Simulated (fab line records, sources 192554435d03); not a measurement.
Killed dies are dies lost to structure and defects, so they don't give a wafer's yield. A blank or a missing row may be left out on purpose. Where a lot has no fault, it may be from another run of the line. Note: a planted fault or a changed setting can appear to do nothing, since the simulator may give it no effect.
Chamber matching / flow n5 finfet / uv cure-02 running N5_BEOL_M6_CURE_75: 3 sister chambers
The step cures SiCOH lowk, time 120 s. 3 wafers are shown with their chamber, then 12 later ones without.

## WAFERS PAIRED WITH THEIR CHAMBERS
wafer=L085.6; chamber=2; lamp power pct (%)=52.33
wafer=L086.6; chamber=1; lamp power pct (%)=52.24
wafer=L087.5; chamber=0; lamp power pct (%)=52.19

## WAFERS MISSING THEIR CHAMBER
wafer=L092.3; lamp power pct (%)=52.19
wafer=L092.5; lamp power pct (%)=52.21
wafer=L092.6; lamp power pct (%)=52.37
wafer=L090.2; lamp power pct (%)=52.32
wafer=L090.3; lamp power pct (%)=52.36
wafer=L090.6; lamp power pct (%)=52.21
wafer=L093.1; lamp power pct (%)=52.21
wafer=L093.3; lamp power pct (%)=52.34
wafer=L093.6; lamp power pct (%)=52.33
wafer=L097.2; lamp power pct (%)=52.34
wafer=L097.3; lamp power pct (%)=52.36
wafer=L097.6; lamp power pct (%)=52.40

## WHICH CHAMBER EACH ONE RAN IN
wafer=L092.3; from the rows above=can't be placed: 0 or 1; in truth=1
wafer=L092.5; from the rows above=can't be placed: 0 or 1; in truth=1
wafer=L092.6; from the rows above=2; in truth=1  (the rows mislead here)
wafer=L090.2; from the rows above=2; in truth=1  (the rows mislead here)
wafer=L090.3; from the rows above=2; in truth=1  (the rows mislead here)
wafer=L090.6; from the rows above=can't be placed: 0 or 1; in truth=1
wafer=L093.1; from the rows above=can't be placed: 0 or 1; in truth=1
wafer=L093.3; from the rows above=2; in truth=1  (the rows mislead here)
wafer=L093.6; from the rows above=2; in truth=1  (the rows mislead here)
wafer=L097.2; from the rows above=2; in truth=2
wafer=L097.3; from the rows above=2; in truth=2
wafer=L097.6; from the rows above=2; in truth=2
Correctly placed: 3 of 12. From these rows, 4 cannot be placed; in 4 the true chamber is one of the candidates. 5 placed wrongly.
How it was worked out, from the rows above alone: a wafer's distance from a chamber is the root of the sum, over the readings, of the square of ((its reading less the chamber's mean) divided by the reading's scatter). If the next closest chamber is less than 2 further off than the closest, the wafer can't be placed; otherwise it belongs to the closest. The mean given for a chamber averages the wafers shown for that chamber. The scatter (one wafer shown for each chamber): square how far every hidden wafer sits from the nearest shown wafer, average those squares and take the square root.
